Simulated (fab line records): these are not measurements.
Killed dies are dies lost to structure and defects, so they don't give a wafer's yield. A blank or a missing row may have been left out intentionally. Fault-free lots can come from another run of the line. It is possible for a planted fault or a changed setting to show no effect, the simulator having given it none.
Chamber matching | flow n5Finfet | N5_BEOL_M1_PECVD_72 on pecvd-01: 3 sister chambers
The step deposits SiO2 from TEOS/O2, target thk 16 nm, time 18 s. 3 wafers are shown with their chamber, then 7 later ones without.

== EACH WAFER AND ITS CHAMBER ==
wafer  | chamber | throttleValvePct (%)
L079.4 | 0       | 25.3
L090.1 | 2       | 21.9
L090.2 | 1       | 24.4

== WAFERS MISSING THEIR CHAMBER ==
wafer  | throttleValvePct (%)
L090.4 | 25.5
L093.1 | 21.9
L093.3 | 25.3
L093.6 | 25.4
L095.1 | 22.0
L095.2 | 24.7
L095.5 | 25.3

== THE CHAMBER EACH PASSED THROUGH ==
wafer  | from the rows above | in truth
L090.4 | 0                   | 0
L093.1 | 2                   | 2
L093.3 | 0                   | 0
L093.6 | 0                   | 0
L095.1 | 2                   | 2
L095.2 | 1                   | 1
L095.5 | 0                   | 0
Correctly placed: 7 of 7. From these rows, 0 cannot be placed. 0 placed wrongly.
How it was worked out, from the rows above alone: a wafer's distance from a chamber is the root of the sum, over the readings, of the square of ((its reading less the chamber's mean) divided by the reading's scatter). If the next closest chamber is less than 2 further off than the closest, the wafer can't be placed; otherwise it belongs to the closest. A chamber's mean is the mean of its shown wafers. The scatter (one wafer shown for each chamber): square how far every hidden wafer sits from the nearest shown wafer, average those squares and take the square root.
